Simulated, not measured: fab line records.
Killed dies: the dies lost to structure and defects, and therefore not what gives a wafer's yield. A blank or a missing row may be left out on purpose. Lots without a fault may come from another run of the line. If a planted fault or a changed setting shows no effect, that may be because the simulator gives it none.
fab line records + flow n5Finfet
record
- lots=7
- wafers=39
route steps=1938 shown BEOL_M11@1573 BEOL_M14@1716 PASSIVATION@1903
startH: the number of hours between the record's first day and the start of the first shown wafer of the lot + waitH: hours elapsed since this lot's preceding step + " repeats the value in the row above + L1.1+2: several wafers, shown together as one row + - no value, or no start was given + * or withheld: withheld + < > ~ a bound
route shown NAME@n: a module of which the file shows steps, and the number in the route of the first + usual: average and standard deviation across the fault-free wafers + same: alike in all rows + chamber/n: place in a boat + sites: each site's reading + _std_site: standard deviation of those values + _edge_site: the outer-site mean with the inner-site mean subtracted + radiusMm: how far each site lies from the wafer's centre + mask NAME#n: copy n + behind: tool/chamber where the wafer was last shaped + hold: why the lot went on hold/how many hours it stayed there/how the hold came to an end + device: transistor that didn't switch, given as n, p or np + end of line: at the end of the route, the tests of the same wafers + a step with no rows: only its recipe + killed: the dies lost at the first sort to structure and to defects; this is not the yield of the wafer + map: per-die view of a wafer (x killed, . not killed, _ where there is no die)
set.NAME: the setting the step ran with; set.NAME@STEP: the setting that earlier step ran with + model.NAME: the simulator's own value behind a step, which no gauge read
lots where settings were altered on purpose, with a table for each step and a row for each wafer
## steps
# step N5_BEOL_M11_ETCH_66
# recipe
- chemistry=N2/H2
- target=SOC
- targetDepthA=1200
- overetchA=240
- maskMaterial=SiARC
- tempC=40
- timeS=180
- ionEnergyEv=200
- pressureMtorr=30
- sourceW=840
- biasW=150
- n2FlowSccm=200
- h2FlowSccm=200
| lot.wafer    | tool       | chamber | startH | waitH | set.timeS | model.SiARC_of_BEOL_M11_COAT_64.thkNm |
|--------------|------------|---------|--------|-------|-----------|---------------------------------------|
| L078.1       | rieDiel-06 | 1       | 242.46 | 0.0   | 210.7     | 21.8                                  |
| L078.2+4     | "          | 3,2     | "      | "     | 180       | 22.8                                  |
| L078.3       | "          | 0       | "      | "     | 180       | 22.6                                  |
| L078.5+6     | "          | 2,3     | "      | "     | 210.7     | 21.6                                  |
| L086.1+5     | rieDiel-05 | 1       | 289.98 | 0.0   | 180       | 22.6                                  |
| L086.2       | "          | 2       | "      | "     | 180       | 23                                    |
| L086.3       | "          | 3       | "      | "     | 224.5     | 21.2                                  |
| L086.4       | "          | 0       | "      | "     | 224.5     | 21.4                                  |
| L086.6       | "          | 2       | "      | "     | 224.5     | 21                                    |
| L084.1       | rieDiel-06 | 3       | 290.27 | 0.0   | 137.7     | 24.4                                  |
| L084.2       | "          | 0       | "      | "     | 137.7     | 24                                    |
| L084.3       | "          | 2       | "      | "     | 180       | 22.6                                  |
| L084.4       | "          | 1       | "      | "     | 180       | 22.8                                  |
| L084.5       | "          | 0       | "      | "     | 180       | 22.4                                  |
| L084.6       | "          | 1       | "      | "     | 137.7     | 24.6                                  |
| L089.1+2     | rieDiel-04 | 0,1     | 313.95 | 0.0   | 180       | 22.6                                  |
| L089.3+6     | "          | 2,0     | "      | "     | 180       | 22.8                                  |
| L089.4       | "          | 3       | "      | "     | 180       | 23                                    |
| L089.5       | "          | 1       | "      | "     | 180       | 22.4                                  |
| L095.1+4     | rieDiel-04 | 3       | 359.54 | 0.0   | 180       | 22.8                                  |
| L095.2+5+6   | "          | 0,2,0   | "      | "     | 180       | 22.4                                  |
| L095.3       | "          | 2       | "      | "     | 180       | 22.6                                  |
| L097.2       | rieDiel-06 | 3       | 376.22 | 0.0   | 180       | 22.8                                  |
| L097.3       | "          | 0       | "      | "     | 180       | 22.6                                  |
| L097.5       | "          | 0       | "      | "     | 180       | 22.4                                  |
| L096.1+3+4+6 | rieDiel-05 | 3,2,3,3 | 377.26 | 0.1   | 180       | 22.8                                  |
| L096.2+5     | "          | 2       | "      | "     | 180       | 23                                    |
# step N5_BEOL_M14_ILD_DEP_00
# recipe
- material=SiO2
- targetThkA=11193
- tempC=400
- precursor=TEOS/O2
- pressureTorr=6.5
- rfW=900
- teosFlowSccm=161.4
- gas=O2
- flowSccm=2650
- timeS=237.4
| lot.wafer | tool     | chamber | startH | waitH | set.targetThkA | model.SiO2_of_BEOL_M14_ILD_DEP_00.thkNm |
|-----------|----------|---------|--------|-------|----------------|-----------------------------------------|
| L078.1    | pecvd-04 | 1       | 253.37 | 0.0   | 11193          | 1126                                    |
| L078.2    | "        | 2       | "      | "     | 11193          | 1122                                    |
| L078.3    | "        | 0       | "      | "     | 11193          | 1120                                    |
| L078.4    | "        | 0       | "      | "     | 11193          | 1121                                    |
| L078.5+6  | "        | 2,1     | "      | "     | 11193          | 1139                                    |
| L086.1    | pecvd-04 | 1       | 303.78 | 0.0   | 5529           | 563.6                                   |
| L086.2    | "        | 0       | "      | "     | 11193          | 1110                                    |
| L086.3    | "        | 2       | "      | "     | 11193          | 1126                                    |
| L086.4    | "        | 0       | "      | "     | 11193          | 1130                                    |
| L086.5    | "        | 2       | "      | "     | 5529           | 564.2                                   |
| L086.6    | "        | 1       | "      | "     | 5529           | 569.8                                   |
| L084.1    | pecvd-01 | 2       | 305.44 | 0.0   | 11193          | 1108                                    |
| L084.2    | "        | 0       | "      | "     | 11193          | 1090                                    |
| L084.3    | "        | 1       | "      | "     | 9359           | 923                                     |
| L084.4    | "        | 2       | "      | "     | 9359           | 934.8                                   |
| L084.5    | "        | 1       | "      | "     | 11193          | 1128                                    |
| L084.6    | "        | 0       | "      | "     | 9359           | 916.6                                   |
| L089.1    | pecvd-03 | 0       | 329.87 | 0.0   | 11193          | 1106                                    |
| L089.2    | "        | 1       | "      | "     | 14950          | 1483                                    |
| L089.3    | "        | 2       | "      | "     | 14950          | 1481                                    |
| L089.4    | "        | 0       | "      | "     | 11193          | 1115                                    |
| L089.5    | "        | 2       | "      | "     | 11193          | 1126                                    |
| L089.6    | "        | 1       | "      | "     | 14950          | 1511                                    |
| L095.1    | pecvd-03 | 0       | 375.33 | 0.0   | 11193          | 1094                                    |
| L095.2+3  | "        | 2,1     | "      | "     | 11193          | 1118                                    |
| L095.4    | "        | 2       | "      | "     | 11193          | 1128                                    |
| L095.5    | "        | 1       | "      | "     | 11193          | 1134                                    |
| L095.6    | "        | 0       | "      | "     | 11193          | 1129                                    |
| L097.2    | pecvd-01 | 1       | 392.59 | 0.0   | 11193          | 1125                                    |
| L097.3    | "        | 0       | "      | "     | 11193          | 1097                                    |
| L097.5    | "        | 2       | "      | "     | 11193          | 1123                                    |
| L096.1    | pecvd-03 | 0       | 394.35 | 0.0   | 6957           | 674                                     |
| L096.2    | "        | 2       | "      | "     | 11193          | 1117                                    |
| L096.3    | "        | 2       | "      | "     | 6957           | 711                                     |
| L096.4    | "        | 0       | "      | "     | 6957           | 704.8                                   |
| L096.5    | "        | 0       | "      | "     | 11193          | 1125                                    |
| L096.6    | "        | 2       | "      | "     | 11193          | 1123                                    |
# step N5_BEOL_M14_THK_MEAS_01
# recipe
- reads=SiO2_of_BEOL_M14_ILD_DEP_00
# usual
- M14_ILD_THK=1117/15
| lot.wafer | tool         | chamber | startH | waitH | set.targetThkA@BEOL_M14_ILD_DEP_00 | M14_ILD_THK[nm] |
|-----------|--------------|---------|--------|-------|------------------------------------|-----------------|
| L078.1    | filmMetro-01 | -       | 253.55 | 0.1   | 11193                              | 1127            |
| L078.2    | "            | -       | "      | "     | 11193                              | 1122            |
| L078.3    | "            | -       | "      | "     | 11193                              | 1119            |
| L078.4    | "            | -       | "      | "     | 11193                              | 1121            |
| L078.5    | "            | -       | "      | "     | 11193                              | 1138            |
| L078.6    | "            | -       | "      | "     | 11193                              | 1138            |
| L086.1    | filmMetro-01 | -       | 303.96 | 0.1   | 5529                               | 564             |
| L086.2    | "            | -       | "      | "     | 11193                              | 1111            |
| L086.3    | "            | -       | "      | "     | 11193                              | 1125            |
| L086.4    | "            | -       | "      | "     | 11193                              | 1130            |
| L086.5    | "            | -       | "      | "     | 5529                               | 564             |
| L086.6    | "            | -       | "      | "     | 5529                               | 570             |
| L084.1    | filmMetro-01 | -       | 305.63 | 0.1   | 11193                              | 1108            |
| L084.2    | "            | -       | "      | "     | 11193                              | 1090            |
| L084.3    | "            | -       | "      | "     | 9359                               | 923             |
| L084.4    | "            | -       | "      | "     | 9359                               | 935             |
| L084.5    | "            | -       | "      | "     | 11193                              | 1129            |
| L084.6    | "            | -       | "      | "     | 9359                               | 916             |
| L089.1    | filmMetro-02 | -       | 330.06 | 0.1   | 11193                              | 1105            |
| L089.2    | "            | -       | "      | "     | 14950                              | 1482            |
| L089.3    | "            | -       | "      | "     | 14950                              | 1480            |
| L089.4    | "            | -       | "      | "     | 11193                              | 1117            |
| L089.5    | "            | -       | "      | "     | 11193                              | 1125            |
| L089.6    | "            | -       | "      | "     | 14950                              | 1512            |
| L095.1    | filmMetro-01 | -       | 375.53 | 0.1   | 11193                              | 1094            |
| L095.2    | "            | -       | "      | "     | 11193                              | 1118            |
| L095.3    | "            | -       | "      | "     | 11193                              | 1118            |
| L095.4    | "            | -       | "      | "     | 11193                              | 1128            |
| L095.5    | "            | -       | "      | "     | 11193                              | 1134            |
| L095.6    | "            | -       | "      | "     | 11193                              | 1129            |
| L097.2    | filmMetro-02 | -       | 392.78 | 0.1   | 11193                              | 1126            |
| L097.3    | "            | -       | "      | "     | 11193                              | 1098            |
| L097.5    | "            | -       | "      | "     | 11193                              | 1123            |
| L096.1    | filmMetro-01 | -       | 394.61 | 0.2   | 6957                               | 673             |
| L096.2    | "            | -       | "      | "     | 11193                              | 1116            |
| L096.3    | "            | -       | "      | "     | 6957                               | 711             |
| L096.4    | "            | -       | "      | "     | 6957                               | 705             |
| L096.5    | "            | -       | "      | "     | 11193                              | 1125            |
| L096.6    | "            | -       | "      | "     | 11193                              | 1122            |
# step N5_BEOL_M14_COAT_58
# recipe
- resist=BARC
- tempC=205
- timeS=60
- spinRpm=1500
- resistThkNm=89
# step N5_BEOL_M14_COAT_04
# recipe
- spinRpm=1704
- resistThkNm=800
# step N5_BEOL_M14_DESCUM_15
# recipe
- chemistry=O2
- timeS=7.9
- sourcePowerW=50
- biasPowerW=20
- pressureMtorr=20
- rfFrequencyHz=2.712e+07
- tempC=40
- o2FlowSccm=225
# step N5_BEOL_M14_ETCH_59
# recipe
- chemistry=N2/H2
- target=BARC
- targetDepthA=890
- overetchA=267
- timeS=67.9
- ionEnergyEv=200
- pressureMtorr=30
- sourceW=840
- biasW=150
- n2FlowSccm=200
- h2FlowSccm=200
# step N5_BEOL_M14_VIA_ETCH_16
# recipe
- chemistry=C4F8/O2/Ar
- target=SiO2
- heInnerTorr=15
- heOuterTorr=30
- targetDepthA=12313
- timeS=withheld
- ionEnergyEv=800
- pressureMtorr=20
- sourceW=1905
- biasW=2040
- Ar_flow_sccm=400
- C4F8_flow_sccm=16
- O2_flow_sccm=12
- ends=cleared
| lot.wafer | tool       | chamber | startH | waitH | set.targetThkA@BEOL_M14_ILD_DEP_00 | model.etch.depthNm | model.coat_of_BEOL_M14_COAT_04.thkNm |
|-----------|------------|---------|--------|-------|------------------------------------|--------------------|--------------------------------------|
| L078.1    | rieDiel-03 | 1       | 254.05 | 0.0   | 11193                              | 1126               | 451.6                                |
| L078.2    | "          | 2       | "      | "     | 11193                              | 1122               | 455.2                                |
| L078.3    | "          | 0       | "      | "     | 11193                              | 1120               | 455.6                                |
| L078.4    | "          | 3       | "      | "     | 11193                              | 1121               | 454.2                                |
| L078.5    | "          | 2       | "      | "     | 11193                              | 1139               | 453                                  |
| L078.6    | "          | 1       | "      | "     | 11193                              | 1139               | 449.8                                |
| L086.1    | rieDiel-01 | 2       | 304.45 | 0.0   | 5529                               | 563.6              | 587.6                                |
| L086.2    | "          | 1       | "      | "     | 11193                              | 1110               | 458                                  |
| L086.3    | "          | 0       | "      | "     | 11193                              | 1126               | 452                                  |
| L086.4    | "          | 3       | "      | "     | 11193                              | 1130               | 449.8                                |
| L086.5    | "          | 2       | "      | "     | 5529                               | 564.2              | 584                                  |
| L086.6    | "          | 1       | "      | "     | 5529                               | 569.8              | 586.8                                |
| L084.1    | rieDiel-03 | 0       | 306.56 | 0.0   | 11193                              | 1108               | 457                                  |
| L084.2    | "          | 3       | "      | "     | 11193                              | 1090               | 457.2                                |
| L084.3    | "          | 2       | "      | "     | 9359                               | 923.1              | 499.4                                |
| L084.4    | "          | 2       | "      | "     | 9359                               | 934.7              | 499.2                                |
| L084.5    | "          | 0       | "      | "     | 11193                              | 1128               | 451                                  |
| L084.6    | "          | 3       | "      | "     | 9359                               | 916.7              | 499                                  |
| L089.1    | rieDiel-03 | 1       | 331.02 | 0.0   | 11193                              | 1106               | 457.4                                |
| L089.2    | "          | 3       | "      | "     | 14950                              | 1483               | 368                                  |
| L089.3    | "          | 0       | "      | "     | 14950                              | 1481               | 372.4                                |
| L089.4    | "          | 0       | "      | "     | 11193                              | 1115               | 459.4                                |
| L089.5    | "          | 3       | "      | "     | 11193                              | 1126               | 455.6                                |
| L089.6    | "          | 1       | "      | "     | 14950                              | 1511               | 358                                  |
| L095.1    | rieDiel-01 | 0       | 376.23 | 0.0   | 11193                              | 1094               | 460                                  |
| L095.2    | "          | 3       | "      | "     | 11193                              | 1118               | 454.4                                |
| L095.3    | "          | 2       | "      | "     | 11193                              | 1118               | 456.4                                |
| L095.4    | "          | 1       | "      | "     | 11193                              | 1128               | 455.8                                |
| L095.5    | "          | 3       | "      | "     | 11193                              | 1134               | 451.2                                |
| L095.6    | "          | 2       | "      | "     | 11193                              | 1129               | 453.6                                |
| L097.2    | rieDiel-03 | 3       | 393.39 | 0.0   | 11193                              | 1125               | 443.4                                |
| L097.3    | "          | 2       | "      | "     | 11193                              | 1097               | 452.2                                |
| L097.5    | "          | 2       | "      | "     | 11193                              | 1123               | 443.6                                |
| L096.1    | rieDiel-01 | 0       | 395.18 | 0.0   | 6957                               | 674.1              | 553.2                                |
| L096.2    | "          | 3       | "      | "     | 11193                              | 1117               | 448                                  |
| L096.3    | "          | 1       | "      | "     | 6957                               | 710.9              | 549                                  |
| L096.4    | "          | 1       | "      | "     | 6957                               | 704.8              | 550.6                                |
| L096.5    | "          | 0       | "      | "     | 11193                              | 1125               | 447.2                                |
| L096.6    | "          | 3       | "      | "     | 11193                              | 1123               | 447                                  |
# step N5_BEOL_M14_STRIP_63
# recipe
- chemistry=O2
- powerW=600
- tempC=60
- pressureMtorr=30
- rfFrequencyHz=6e+07
- biasPowerW=0
- overashFraction=0.3
- o2FlowSccm=225
# step N5_BEOL_M14_STRIP_64
# recipe
- chemistry=O2
- powerW=600
- tempC=60
- pressureMtorr=30
- rfFrequencyHz=6e+07
- biasPowerW=0
- overashFraction=0.3
- o2FlowSccm=225
# step N5_BEOL_M14_STRIP_71
# recipe
- chemistry=postEtchResidueRemover
- timeS=60
- tempC=25
- removerPh=withheld
- removerWaterWtPct=withheld
- removerFluorideWtPct=withheld
# step N5_BEOL_M14_SRD_72
# recipe
- timeS=30
- tempC=23
- rinseLiquid=diw
- dry=n2Spin
- spinRpm=1500
- dryTimeS=30
# step N5_BEOL_M14_CD_MEAS_17
# recipe
- targetCdNm=250
- polarity=opening
# usual
- cdNm=251.2/1.5
| lot.wafer | tool     | chamber | startH | waitH | set.targetThkA@BEOL_M14_ILD_DEP_00 | cdNm  |
|-----------|----------|---------|--------|-------|------------------------------------|-------|
| L078.1    | cdSem-02 | -       | 254.40 | 0.0   | 11193                              | 251.1 |
| L078.2    | "        | -       | "      | "     | 11193                              | 249.8 |
| L078.3    | "        | -       | "      | "     | 11193                              | 249.2 |
| L078.4    | "        | -       | "      | "     | 11193                              | 249.7 |
| L078.5    | "        | -       | "      | "     | 11193                              | 250.9 |
| L078.6    | "        | -       | "      | "     | 11193                              | 248.5 |
| L086.1    | cdSem-02 | -       | 304.79 | 0.0   | 5529                               | -     |
| L086.2    | "        | -       | "      | "     | 11193                              | -     |
| L086.3    | "        | -       | "      | "     | 11193                              | 254.9 |
| L086.4    | "        | -       | "      | "     | 11193                              | 253.4 |
| L086.5    | "        | -       | "      | "     | 5529                               | 247.5 |
| L086.6    | "        | -       | "      | "     | 5529                               | -     |
| L084.1    | cdSem-02 | -       | 306.91 | 0.0   | 11193                              | 251.5 |
| L084.2    | "        | -       | "      | "     | 11193                              | 252.3 |
| L084.3    | "        | -       | "      | "     | 9359                               | 251.1 |
| L084.4    | "        | -       | "      | "     | 9359                               | 249.2 |
| L084.5    | "        | -       | "      | "     | 11193                              | 252.0 |
| L084.6    | "        | -       | "      | "     | 9359                               | 250.2 |
| L089.1    | cdSem-03 | -       | 331.37 | 0.0   | 11193                              | -     |
| L089.2    | "        | -       | "      | "     | 14950                              | 253.0 |
| L089.3    | "        | -       | "      | "     | 14950                              | -     |
| L089.4    | "        | -       | "      | "     | 11193                              | 248.0 |
| L089.5    | "        | -       | "      | "     | 11193                              | -     |
| L089.6    | "        | -       | "      | "     | 14950                              | 253.5 |
| L095.1    | cdSem-01 | -       | 376.58 | 0.0   | 11193                              | 253.8 |
| L095.2    | "        | -       | "      | "     | 11193                              | -     |
| L095.3    | "        | -       | "      | "     | 11193                              | 251.6 |
| L095.4    | "        | -       | "      | "     | 11193                              | 252.7 |
| L095.5    | "        | -       | "      | "     | 11193                              | -     |
| L095.6    | "        | -       | "      | "     | 11193                              | -     |
| L097.2    | cdSem-03 | -       | 393.74 | 0.0   | 11193                              | 249.4 |
| L097.3    | "        | -       | "      | "     | 11193                              | 250.3 |
| L097.5    | "        | -       | "      | "     | 11193                              | 248.4 |
| L096.1    | cdSem-01 | -       | 395.53 | 0.0   | 6957                               | 247.1 |
| L096.2    | "        | -       | "      | "     | 11193                              | -     |
| L096.3    | "        | -       | "      | "     | 6957                               | -     |
| L096.4    | "        | -       | "      | "     | 6957                               | -     |
| L096.5    | "        | -       | "      | "     | 11193                              | 251.1 |
| L096.6    | "        | -       | "      | "     | 11193                              | 250.7 |
# step N5_PASSIVATION_DEVELOP_29
# recipe
- developTimeS=60
- rinseLiquid=diw
- dry=airSpin
- devTempC=21
| lot.wafer  | tool          | chamber | startH | waitH | set.developTimeS |
|------------|---------------|---------|--------|-------|------------------|
| L078.1+2+5 | lithoTrack-04 | 0       | -      | -     | 83.27            |
| L078.3+4+6 | "             | 0       | "      | "     | 60               |
| L086.1+2+3 | lithoTrack-04 | 0       | -      | -     | 32.21            |
| L086.4+5+6 | "             | 0       | "      | "     | 60               |
| L084.1+2+3 | lithoTrack-01 | 0       | -      | -     | 60               |
| L084.4+5+6 | "             | 0       | "      | "     | 27.06            |
| L089.1+5+6 | lithoTrack-05 | 0       | -      | -     | 60               |
| L089.2+3+4 | "             | 0       | "      | "     | 71.49            |
| L095.1+2+3 | lithoTrack-04 | 0       | -      | -     | 60               |
| L095.4+5+6 | "             | 0       | "      | "     | 85.93            |
| L096.1+3+5 | lithoTrack-01 | 0       | -      | -     | 91.73            |
| L096.2+4+6 | "             | 0       | "      | "     | 60               |
| L097.2+3+5 | lithoTrack-01 | 0       | -      | -     | 60               |
# step N5_PASSIVATION_HARDBAKE_31
# recipe
- tempC=130
- timeS=120
# step N5_PASSIVATION_CD_MEAS_30
# recipe
- targetCdNm=4000
- landingEnergyEv=500
- detector=seInlens
- polarity=opening
# usual
- cdNm=4000.2/1.6
| lot.wafer | tool     | chamber | startH | waitH | set.developTimeS@PASSIVATION_DEVELOP_29 | cdNm   |
|-----------|----------|---------|--------|-------|-----------------------------------------|--------|
| L078.1    | cdSem-03 | 0       | 276.07 | -     | 83.27                                   | 4008.8 |
| L078.2    | "        | 0       | "      | "     | 83.27                                   | 4010.0 |
| L078.3    | "        | 0       | "      | "     | 60                                      | 4004.7 |
| L078.4    | "        | 0       | "      | "     | 60                                      | 4004.2 |
| L078.5    | "        | 0       | "      | "     | 83.27                                   | 4009.0 |
| L078.6    | "        | 0       | "      | "     | 60                                      | 4004.4 |
| L086.1    | cdSem-03 | 0       | 328.24 | -     | 32.21                                   | -      |
| L086.2    | "        | 0       | "      | "     | 32.21                                   | -      |
| L086.3    | "        | 0       | "      | "     | 32.21                                   | 3986.1 |
| L086.4    | "        | 0       | "      | "     | 60                                      | 3998.6 |
| L086.5    | "        | 0       | "      | "     | 60                                      | 4000.4 |
| L086.6    | "        | 0       | "      | "     | 60                                      | -      |
| L084.1    | cdSem-02 | 0       | 328.46 | -     | 60                                      | 3995.5 |
| L084.2    | "        | 0       | "      | "     | 60                                      | 3999.3 |
| L084.3    | "        | 0       | "      | "     | 60                                      | 3997.0 |
| L084.4    | "        | 0       | "      | "     | 27.06                                   | 3981.1 |
| L084.5    | "        | 0       | "      | "     | 27.06                                   | 3980.1 |
| L084.6    | "        | 0       | "      | "     | 27.06                                   | 3979.1 |
| L089.1    | cdSem-02 | 0       | 348.83 | -     | 60                                      | -      |
| L089.2    | "        | 0       | "      | "     | 71.49                                   | 4002.7 |
| L089.3    | "        | 0       | "      | "     | 71.49                                   | -      |
| L089.4    | "        | 0       | "      | "     | 71.49                                   | 4002.8 |
| L089.5    | "        | 0       | "      | "     | 60                                      | -      |
| L089.6    | "        | 0       | "      | "     | 60                                      | 4000.7 |
| L095.1    | cdSem-03 | 0       | 400.82 | -     | 60                                      | 4000.3 |
| L095.2    | "        | 0       | "      | "     | 60                                      | -      |
| L095.3    | "        | 0       | "      | "     | 60                                      | 3999.9 |
| L095.4    | "        | 0       | "      | "     | 85.93                                   | 4010.1 |
| L095.5    | "        | 0       | "      | "     | 85.93                                   | -      |
| L095.6    | "        | 0       | "      | "     | 85.93                                   | -      |
| L096.1    | cdSem-01 | 0       | 416.99 | -     | 91.73                                   | 4007.8 |
| L096.2    | "        | 0       | "      | "     | 60                                      | -      |
| L096.3    | "        | 0       | "      | "     | 91.73                                   | -      |
| L096.4    | "        | 0       | "      | "     | 60                                      | -      |
| L096.5    | "        | 0       | "      | "     | 91.73                                   | 4007.7 |
| L096.6    | "        | 0       | "      | "     | 60                                      | 4000.3 |
| L097.2    | cdSem-03 | 0       | 417.33 | -     | 60                                      | 3999.6 |
| L097.3    | "        | 0       | "      | "     | 60                                      | 4000.7 |
| L097.5    | "        | 0       | "      | "     | 60                                      | 3999.3 |
## key
split
- step=N5_BEOL_M11_ETCH_66
- setting=timeS
- stated=180
- by=wafer
response
- step=N5_BEOL_M11_ETCH_66
- reading=model.SiARC_of_BEOL_M11_COAT_64.thkNm
- change=-0.0666
- per=1%
- r=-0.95
split
- step=N5_BEOL_M14_ILD_DEP_00
- setting=targetThkA
- stated=11193
- by=wafer
response
- step=N5_BEOL_M14_ILD_DEP_00
- reading=model.SiO2_of_BEOL_M14_ILD_DEP_00.thkNm
- change=+11.1
- per=1%
- r=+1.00
response
- step=N5_BEOL_M14_THK_MEAS_01
- reading=M14_ILD_THK
- change=+11.1
- per=1%
- r=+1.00
response
- step=N5_BEOL_M14_VIA_ETCH_16
- reading=model.etch.depthNm
- change=+11.1
- per=1%
- r=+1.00
response
- step=N5_BEOL_M14_VIA_ETCH_16
- reading=model.coat_of_BEOL_M14_COAT_04.thkNm
- change=-2.68
- per=1%
- r=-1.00
response
- step=N5_BEOL_M14_CD_MEAS_17
- reading=cdNm
- change=+0.127
- per=1%
- r=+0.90
split
- step=N5_PASSIVATION_DEVELOP_29
- setting=developTimeS
- stated=60
- by=wafer
response
- step=N5_PASSIVATION_CD_MEAS_30
- reading=cdNm
- change=+0.232
- per=1%
- r=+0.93
